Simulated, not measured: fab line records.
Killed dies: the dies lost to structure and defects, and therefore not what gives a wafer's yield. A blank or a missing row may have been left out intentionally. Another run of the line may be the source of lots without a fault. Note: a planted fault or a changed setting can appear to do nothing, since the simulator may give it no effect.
fab line records	flow n5_finfet
record: lots: 11	wafers: 32	last_day: 20
route steps=1938 shown BEOL_M12@1643
lots with no fault: from the same line, run without faults
start_h: start of the lot's first displayed wafer, in hours after the record's first day	wait_h: time in hours since the lot's previous step	" same as the row above	L1.1+2: a single row standing in for several wafers	- no value present, or no start provided	* or withheld: withheld	< > ~ a bound
route shown NAME@n: names a module that has steps shown in the file, with the first one's number in the route	usual: mean and standard deviation over wafers with no fault	same: alike in all rows	chamber/n: place in a boat	sites: the reading at each site	_std_site: how widely they spread, as a standard deviation	_edge_site: the outer-site mean with the inner-site mean subtracted	radius_mm: for every site, how far away it sits from the centre of the wafer	mask NAME#n: copy n	behind: the most recent tool/chamber to have shaped the wafer	hold: the reason the lot was held/the length of the hold in hours/how it ended	device: the transistor (n, p or np) that didn't switch	end of line: tests of these same wafers at the route's end	where a step has no rows: the recipe by itself	killed: dies lost to structure and defects at the first sort, not the wafer's yield	map: the dies of a wafer, with x for killed, . for not killed, _ for no die there
set.NAME: the setting as run; set.NAME@STEP: as run at that earlier step	model.NAME: the simulator's own value behind a step, which no gauge read
route steps across a sampled set of lots; one table per step, one row per wafer
services: from which hour (start_h, from the record's first day; less than 0 if before it) a tool's chamber was out of use, for how many hours, and why
== steps ==
step: N5_BEOL_M12_ETCH_38
recipe: chemistry: CF4/N2	target: SiCN	target_depth_a: 687	taper_deg: 2	time_s: 73.4	ion_energy_ev: 150	mask_material: SiO2	pressure_mtorr: 40	source_w: 430	bias_w: 70	Ar_flow_sccm: 100	cf4_flow_sccm: 60	n2_flow_sccm: 60
usual: drypump_motor_current_A: 5.9/0.42	oes_product_au: 0.78/0.07	rf_vpp_V: 382.9/1.5	showerhead_plenum_p_Torr: 2.23/0.057	throttle_valve_pct: 15.49/0.17
lot.wafer	tool	chamber	start_h	wait_h	drypump_motor_current_A	oes_product_au	rf_hours_counter_h	rf_vpp_V	showerhead_plenum_p_Torr	throttle_valve_pct
L315.2	rie_diel-06	0	302.76	-	5.9	0.71	221	382.4	2.18	15.71
L315.3	"	2	"	"	5.1	0.72	211	384.9	2.28	15.45
L315.4	"	0	"	"	5.9	0.71	-	382.9	2.18	15.73
L318.1	rie_diel-01	3	309.84	-	5.6	0.73	176	382.5	2.20	15.67
L318.3	"	2	"	"	6.2	0.80	104	380.6	2.14	15.60
L318.5	"	3	"	"	5.6	0.73	-	382.7	2.20	15.65
L319.3	rie_diel-06	3	310.05	-	5.9	0.72	181	382.2	2.19	15.44
L319.5	"	3	"	"	5.9	0.73	-	381.1	2.19	15.47
L319.6	"	0	"	"	5.9	0.70	-	381.0	2.17	15.71
L321.1	rie_diel-01	3	317.18	-	5.6	0.73	180	381.2	2.20	15.67
L321.3	"	2	"	"	6.3	0.79	108	381.5	2.14	15.61
L321.6	"	3	"	"	5.6	0.73	-	382.8	2.20	15.65
L322.1	rie_diel-04	1	324.35	-	5.3	0.75	145	382.1	2.20	15.23
L322.3	"	3	"	"	6.5	0.72	223	383.5	2.27	15.38
L322.4	"	0	"	"	6.4	0.85	-	384.5	2.33	15.39
L323.1	rie_diel-01	2	331.45	-	6.2	0.78	115	382.3	2.13	15.62
L323.4	"	2	"	"	6.2	0.79	-	380.0	2.13	15.62
L323.6	"	1	"	"	5.7	0.77	-	382.9	2.21	15.46
L329.2	rie_diel-04	0	379.14	-	6.4	0.83	79	386.5	2.32	15.43
L329.4	"	1	"	"	5.3	0.74	166	381.5	2.19	15.28
L333.1	rie_diel-01	0	396.33	-	5.7	0.77	134	385.6	2.29	15.56
L333.3	"	3	"	"	5.6	0.71	209	381.0	2.19	15.72
L333.5	"	1	"	"	5.7	0.77	-	383.0	2.20	15.50
L332.1	rie_diel-04	1	396.63	-	5.3	0.74	171	382.6	2.19	15.30
L332.2	"	3	"	"	6.5	0.70	249	382.9	2.26	15.43
L332.5	"	1	"	"	5.3	0.73	-	382.6	2.19	15.28
L335.1	rie_diel-06	3	427.18	-	5.9	0.69	230	382.6	2.17	15.57
L335.2	"	0	"	"	6.0	0.94	6	380.5	2.16	15.29
L335.4	"	3	"	"	5.9	0.69	-	381.3	2.17	15.54
L334.1	rie_diel-04	1	443.39	-	5.3	0.72	190	382.5	2.18	15.33
L334.4	"	2	"	"	5.4	0.88	38	382.2	2.24	15.59
L334.5	"	3	"	"	6.5	0.92	-	382.2	2.26	14.96
step: N5_BEOL_M12_DEGAS_41
recipe: ambient: vacuum	temp_c: 250	time_s: 60
usual: heater_power_w: 340/36
lot.wafer	tool	chamber	start_h	wait_h	heater_power_w
L315.2	pvd_sputter-02	-	303.08	0.2	368
L315.3	"	-	"	"	381
L315.4	"	-	"	"	351
L318.1	pvd_sputter-02	-	310.07	0.0	376
L318.3	"	-	"	"	331
L318.5	"	-	"	"	374
L319.3	pvd_sputter-03	-	310.29	0.0	341
L319.5	"	-	"	"	330
L319.6	"	-	"	"	300
L321.1	pvd_sputter-03	-	317.87	0.5	292
L321.3	"	-	"	"	288
L321.6	"	-	"	"	328
L322.1	pvd_sputter-02	-	326.37	1.9	384
L322.3	"	-	"	"	327
L322.4	"	-	"	"	360
L323.1	pvd_sputter-01	-	332.02	0.4	420
L323.4	"	-	"	"	410
L323.6	"	-	"	"	357
L329.2	pvd_sputter-02	-	379.53	0.2	375
L329.4	"	-	"	"	323
L333.1	pvd_sputter-03	-	396.88	0.4	340
L333.3	"	-	"	"	289
L333.5	"	-	"	"	338
L332.1	pvd_sputter-02	-	397.10	0.3	320
L332.2	"	-	"	"	385
L332.5	"	-	"	"	317
L335.1	pvd_sputter-03	-	427.52	0.2	334
L335.2	"	-	"	"	287
L335.4	"	-	"	"	305
L334.1	pvd_sputter-01	-	443.76	0.2	357
L334.4	"	-	"	"	343
L334.5	"	-	"	"	417
step: N5_BEOL_M12_SPUTTER_43
recipe: material: TaN	target_thk_a: 150	temp_c: 50	bias_v: 168.6	power_w: 15000	chamber_pressure_pa: 0.12	time_s: 24.19
usual: throttle_valve_pct: 29.8/1.1
lot.wafer	tool	chamber	start_h	wait_h	throttle_valve_pct
L315.2	pvd_sputter-02	-	303.16	0.0	30.0
L315.3	"	-	"	"	30.3
L315.4	"	-	"	"	28.5
L318.1	pvd_sputter-02	-	310.15	0.0	29.7
L318.3	"	-	"	"	31.2
L318.5	"	-	"	"	30.3
L319.3	pvd_sputter-03	-	310.37	0.0	29.0
L319.5	"	-	"	"	29.0
L319.6	"	-	"	"	28.1
L321.1	pvd_sputter-03	-	317.95	0.0	30.5
L321.3	"	-	"	"	29.3
L321.6	"	-	"	"	29.0
L322.1	pvd_sputter-02	-	326.45	0.0	30.2
L322.3	"	-	"	"	31.3
L322.4	"	-	"	"	28.6
L323.1	pvd_sputter-01	-	332.10	0.0	31.1
L323.4	"	-	"	"	31.4
L323.6	"	-	"	"	29.9
L329.2	pvd_sputter-02	-	379.61	0.0	29.7
L329.4	"	-	"	"	31.2
L333.1	pvd_sputter-03	-	396.96	0.0	28.9
L333.3	"	-	"	"	29.5
L333.5	"	-	"	"	28.9
L332.1	pvd_sputter-02	-	397.18	0.0	31.3
L332.2	"	-	"	"	30.0
L332.5	"	-	"	"	31.3
L335.1	pvd_sputter-03	-	427.60	0.0	28.9
L335.2	"	-	"	"	30.7
L335.4	"	-	"	"	28.1
L334.1	pvd_sputter-01	-	443.84	0.0	30.1
L334.4	"	-	"	"	28.9
L334.5	"	-	"	"	30.9
step: N5_BEOL_M12_SPUTTER_44
recipe: material: Ta	target_thk_a: 100	temp_c: 50	bias_v: 80	power_w: 15000	chamber_pressure_pa: 0.07	time_s: 16.13
usual: throttle_valve_pct: 29.8/1.1
lot.wafer	tool	chamber	start_h	wait_h	throttle_valve_pct
L315.2	pvd_sputter-02	-	303.24	0.0	29.9
L315.3	"	-	"	"	30.5
L315.4	"	-	"	"	28.8
L318.1	pvd_sputter-02	-	310.23	0.0	29.8
L318.3	"	-	"	"	31.3
L318.5	"	-	"	"	30.1
L319.3	pvd_sputter-03	-	310.45	0.0	29.1
L319.5	"	-	"	"	29.0
L319.6	"	-	"	"	28.0
L321.1	pvd_sputter-03	-	318.03	0.0	30.7
L321.3	"	-	"	"	29.0
L321.6	"	-	"	"	29.1
L322.1	pvd_sputter-02	-	326.53	0.0	30.1
L322.3	"	-	"	"	31.3
L322.4	"	-	"	"	28.7
L323.1	pvd_sputter-01	-	332.18	0.0	31.2
L323.4	"	-	"	"	31.4
L323.6	"	-	"	"	30.1
L329.2	pvd_sputter-02	-	379.69	0.0	29.7
L329.4	"	-	"	"	31.4
L333.1	pvd_sputter-03	-	397.04	0.0	29.1
L333.3	"	-	"	"	29.5
L333.5	"	-	"	"	29.1
L332.1	pvd_sputter-02	-	397.26	0.0	31.3
L332.2	"	-	"	"	29.9
L332.5	"	-	"	"	31.2
L335.1	pvd_sputter-03	-	427.68	0.0	29.1
L335.2	"	-	"	"	30.5
L335.4	"	-	"	"	28.0
L334.1	pvd_sputter-01	-	443.92	0.0	30.0
L334.4	"	-	"	"	28.8
L334.5	"	-	"	"	30.8
step: N5_BEOL_M12_CMP_49
recipe: stop_on: SiOC	t_overpolish_s: 20.6	down_force_psi: 1	platen_rpm: 50	clearing_platen_down_force_psi: 1.5	clearing_platen_rpm: 50	post_cmp_clean: cu_alkaline	target_thk_nm: 320	clearing_platen_pad_velocity_m_s: 0.99484	pad_velocity_m_s: 0.99484
usual: barrier_field_endpoint_s: 30.3/0.73	motor_current_A: 6.0/0.38	pad_life_wafers: 1102/550
lot.wafer	tool	chamber	start_h	wait_h	barrier_field_endpoint_s	motor_current_A	pad_life_wafers
L315.3	cmp-04	3	304.33	0.2	30.3	6.3	1098
L315.4	"	1	"	"	29.9	6.0	1100
L315.2	"	2	"	"	30.8	6.2	1101
L318.3	cmp-01	1	310.91	0.2	30.9	6.7	487
L318.1	"	2	"	"	31.0	6.5	488
L318.5	"	0	"	"	31.4	5.7	-
L319.3	cmp-02	2	311.22	0.3	31.9	5.8	2067
L319.5	"	3	"	"	31.3	5.5	-
L319.6	"	0	"	"	30.5	6.0	-
L321.3	cmp-04	0	318.90	0.2	30.3	6.4	1200
L321.1	"	3	"	"	29.4	6.6	1203
L321.6	"	1	"	"	29.7	6.4	-
L322.3	cmp-04	3	327.33	0.2	30.1	6.3	1266
L322.4	"	1	"	"	30.5	6.5	1268
L322.1	"	2	"	"	29.6	5.9	1269
L323.1	cmp-01	3	332.89	0.3	30.6	5.3	704
L323.4	"	0	"	"	30.5	5.7	705
L323.6	"	2	"	"	29.1	6.6	-
L329.4	cmp-02	1	380.79	0.1	30.8	6.1	426
L329.2	"	3	"	"	35.8	5.4	428
L333.3	cmp-01	1	397.68	0.2	29.3	6.4	1242
L333.1	"	0	"	"	29.4	6.0	1245
L333.5	"	2	"	"	29.2	6.8	-
L332.1	cmp-02	0	398.00	0.3	31.2	5.9	558
L332.2	"	1	"	"	34.9	5.7	559
L332.5	"	1	"	"	30.8	6.0	-
L335.4	cmp-04	2	428.37	0.1	29.9	5.8	2052
L335.2	"	0	"	"	29.6	6.0	2054
L335.1	"	1	"	"	29.3	6.1	2055
L334.4	cmp-02	2	444.70	0.2	30.3	6.3	950
L334.1	"	3	"	"	31.0	5.8	951
L334.5	"	1	"	"	30.7	5.7	-
== services ==
tool	chamber	start_h	hours	kind
rie_diel-06	1	301.28	8.3	repair
rie_diel-06	-	310.71	2.8	pm
rie_diel-01	0	311.39	14.6	repair
cmp-02	-	312.09	4.0	pm
cmp-02	-	316.09	-	consumable_replace:conditioner
cmp-02	-	316.09	-	consumable_replace:pad
rie_diel-01	1	323.83	2.3	repair
rie_diel-04	0	328.48	9.2	repair
rie_diel-01	1	337.50	9.0	repair
cmp-02	-	358.42	7.3	pm
cmp-01	-	376.04	0.6	repair
rie_diel-01	3	376.33	6.9	repair
rie_diel-06	0	377.94	8.3	repair
cmp-02	-	385.38	0.5	repair
cmp-01	-	389.82	1.8	repair
rie_diel-01	2	397.61	35.8	repair
rie_diel-06	2	401.88	2.7	repair
rie_diel-06	1	416.73	1.6	repair
cmp-01	-	417.31	1.3	repair
cmp-02	-	423.25	2.1	repair
rie_diel-01	3	424.27	7.3	repair
rie_diel-06	3	429.08	5.5	repair
rie_diel-04	0	429.94	6.2	repair
pvd_sputter-02	-	444.70	7.5	repair
== key ==
first_sign: step: N5_BEOL_M12_CMP_49	reading: barrier_field_endpoint_s	direction: up	sigmas: 6.9	usual: 30.3	struck: 35.3
effect none on later readings
met_at N5_BEOL_M12_SPUTTER_44
struck_lots L329,L332
struck_wafers L329.2,L332.2
not_acting_at N5_BEOL_M12_ETCH_38,N5_BEOL_M12_DEGAS_41,N5_BEOL_M12_SPUTTER_43
onset_between 326.53 379.69
fault: kind: process_parameter_drift	tool: pvd_sputter-02	chamber: -	onset_h: 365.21	steps: N5_BEOL_M12_SPUTTER_44	channel: time_s	offset: *	shape: step	end_h: 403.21	scope: struck_wafers_only	acts_in: *	stated: *
